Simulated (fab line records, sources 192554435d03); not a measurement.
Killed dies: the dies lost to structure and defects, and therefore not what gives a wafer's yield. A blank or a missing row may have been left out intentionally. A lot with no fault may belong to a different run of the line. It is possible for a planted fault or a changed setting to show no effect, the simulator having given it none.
Which tool did it? -- flow n5Finfet -- 11 lots, 33 wafers sampled, at 6 steps of a route of 1938

## WHAT THE GAUGES SHOWED, per wafer
N5_BEOL_M8_THK_MEAS_53: measures by xrf.
lot,measured,on,M8_THK (nm)
L075,day 9 15:17,filmMetro-02,77.7 79.0 80.5
L076,day 9 22:35,filmMetro-02,77.1 78.1 74.6
L080,day 10 19:13,filmMetro-01,79.8 77.7 78.1
L081,day 11 02:58,filmMetro-02,78.6 79.4 78.6
L083,day 11 09:02,filmMetro-02,76.2 78.6 73.0
L085,day 12 05:05,filmMetro-02,79.8 78.3 77.3
L087,day 12 20:17,filmMetro-01,77.2 77.5 77.3
L090,day 13 02:46,filmMetro-02,83.1 79.6 81.2
L091,day 13 11:28,filmMetro-01,74.8 79.5 75.1
L094,day 14 13:05,filmMetro-02,77.5 76.9 80.4
L096,day 15 02:12,filmMetro-01,77.4 76.3 76.8

## WHICH TOOL RAN EACH LOT (tool, then ch and the chambers of the sampled wafers, then the start)
lot,N5_BEOL_M7_DEGAS_44,N5_BEOL_M8_PECVD_70,N5_BEOL_M8_DESCUM_33,N5_BEOL_M8_ETCH_72,N5_BEOL_M8_TRENCH_ETCH_37
L075,"pvdSputter-03, day 9 04:30","pecvd-02 ch 0,2, day 9 07:10","rieDiel-04 ch 1,2,3, day 9 11:50","rieDiel-04 ch 1,2,3, day 9 11:53","rieDiel-04 ch 1,2,3, day 9 15:17 or earlier"
L076,"pvdSputter-03, day 9 12:29","pecvd-03 ch 0,1,2, day 9 14:57","rieDiel-02 ch 0,2,3, day 9 19:43","rieDiel-02 ch 0,2,3, day 9 19:45","rieDiel-02 ch 0,2,3, day 9 22:35 or earlier"
L080,"pvdSputter-01, day 10 10:25","pecvd-01 ch 0,1,2, day 10 14:26","rieDiel-04 ch 0,1,3, day 10 16:44","rieDiel-04 ch 0,1,3, day 10 16:47","rieDiel-04 ch 0,1,3, day 10 19:13 or earlier"
L081,"pvdSputter-02, day 10 17:32","pecvd-01 ch 0,2, day 10 19:43","rieDiel-04 ch 1,3, day 10 22:41","rieDiel-04 ch 1,3, day 10 22:43","rieDiel-04 ch 1,3, day 11 02:58 or earlier"
L083,"pvdSputter-02, day 10 22:43","pecvd-02 ch 1,2, day 11 01:05","rieDiel-02 ch 0,2,3, day 11 06:07","rieDiel-02 ch 0,2,3, day 11 06:09","rieDiel-02 ch 0,2,3, day 11 09:02 or earlier"
L085,"pvdSputter-01, day 11 19:49","pecvd-01 ch 0,2, day 11 22:23","rieDiel-06 ch 1,2, day 12 01:01","rieDiel-06 ch 1,2, day 12 01:03","rieDiel-06 ch 1,2, day 12 05:05 or earlier"
L087,"pvdSputter-01, day 12 09:40","pecvd-02 ch 1,2, day 12 12:35","rieDiel-04 ch 2,3, day 12 16:38","rieDiel-04 ch 2,3, day 12 16:41","rieDiel-04 ch 2,3, day 12 20:17 or earlier"
L090,"pvdSputter-03, day 12 18:28","pecvd-03 ch 0,1,2, day 12 21:38","rieDiel-04 ch 0,2,3, day 12 23:41","rieDiel-04 ch 0,2,3, day 12 23:43","rieDiel-04 ch 0,2,3, day 13 02:46 or earlier"
L091,"pvdSputter-03, day 13 03:02","pecvd-03 ch 0,1,2, day 13 05:17","rieDiel-06 ch 2,3, day 13 08:40","rieDiel-06 ch 2,3, day 13 08:42","rieDiel-06 ch 2,3, day 13 11:28 or earlier"
L094,"pvdSputter-03, day 14 01:37","pecvd-02 ch 0,2, day 14 05:49","rieDiel-04 ch 0,1,3, day 14 08:16","rieDiel-04 ch 0,1,3, day 14 08:18","rieDiel-04 ch 0,1,3, day 14 13:05 or earlier"
L096,"pvdSputter-03, day 14 17:07","pecvd-01 ch 0,1,2, day 14 20:28","rieDiel-06 ch 0,2, day 14 22:37","rieDiel-06 ch 0,2, day 14 22:39","rieDiel-06 ch 0,2, day 15 02:12 or earlier"
- N5_BEOL_M7_DEGAS_44: time 60 s.
- N5_BEOL_M8_PECVD_70: deposits SiO2 from TEOS/O2, target thk 20 nm, time 22.7 s.
- N5_BEOL_M8_DESCUM_33: chemistry O2, time 7 s.
- N5_BEOL_M8_ETCH_72: etches underlayer in N2/H2, target depth 6.5 nm, time 5.2 s.
- N5_BEOL_M8_TRENCH_ETCH_37: etches SiCOH lowk in C4F6/O2, target depth 93.478 nm, time 31.2 s.

## THE ANSWER, worked out from the rows above alone
Rule: the usual values come from the lots themselves. Put in order of their means at a reading, lots are off if they are a third of the lots or fewer, leave a main group of 4 or more, and stand apart from it by a gap of 3 or more times the standard deviation of the main group's means; of several such gaps the widest counts. A main group whose means are all the same, to the digits that the tables above print for the reading, isn't used. Also off: a lot with no number at a reading for which 4 or more lots have one. Where the step has rows for the other lots, those lots are counted as sound.
No lot is off at any reading shown: from this, nothing can be told.

## WHAT WAS PUT IN BY THE SIMULATOR
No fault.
